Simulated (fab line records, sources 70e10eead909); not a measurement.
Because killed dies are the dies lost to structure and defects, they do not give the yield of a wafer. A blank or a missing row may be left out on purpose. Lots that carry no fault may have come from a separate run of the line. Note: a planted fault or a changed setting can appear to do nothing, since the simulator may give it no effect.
Chamber matching + flow nandHarc + NHARC_A_STAIRCASE_ETCH_203 on rieDiel-02 has 4 sister chambers
The step etches the open film in C4F8/O2, target depth 100 nm, time 40.5 s. 8 wafers are shown with their chamber, then 7 later ones without.

## WAFERS WITH THEIR CHAMBER
| wafer  | chamber | rfVppV (V) | oesProductAu (a.u.) |
|--------|---------|------------|---------------------|
| L461.6 | 1       | 894        | 0.943               |
| L463.2 | 3       | 896        | 0.949               |
| L463.3 | 0       | 886        | 0.946               |
| L465.1 | 2       | 889        | 0.934               |
| L465.5 | 1       | 894        | 0.945               |
| L465.6 | 0       | 886        | 0.950               |
| L466.1 | 2       | 888        | 0.960               |
| L466.5 | 3       | 898        | 0.949               |

## WAFERS WHOSE CHAMBER IS MISSING
| wafer  | rfVppV (V) | oesProductAu (a.u.) |
|--------|------------|---------------------|
| L466.6 | 889        | 0.956               |
| L475.1 | 897        | 0.937               |
| L475.2 | 905        | 0.952               |
| L475.5 | 897        | 0.940               |
| L476.1 | 906        | 0.964               |
| L476.2 | 897        | 0.941               |
| L476.3 | 894        | 0.949               |

## CHAMBER TAKEN BY EACH
| wafer  | from the rows above | in truth                   |
|--------|---------------------|----------------------------|
| L466.6 | 2                   | 2                          |
| L475.1 | 3                   | 3                          |
| L475.2 | 3                   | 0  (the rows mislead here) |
| L475.5 | 3                   | 3                          |
| L476.1 | 3                   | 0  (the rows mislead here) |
| L476.2 | 3                   | 3                          |
| L476.3 | 1                   | 1                          |
Correct placement for 5 of the 7. Can't be placed from these rows: 0. 2 placed wrongly.
How it was worked out, from the rows above alone: a wafer's distance from a chamber is the root of the sum, over the readings, of the square of ((its reading less the chamber's mean) divided by the reading's scatter). The wafer belongs to the nearest chamber; if the next one is less than 2 further off, it can't be placed. The mean given for a chamber averages the wafers shown for that chamber. The scatter: the root of (the sum of the squares of (reading less its chamber's mean) over the shown wafers, divided by (wafers less chambers)).
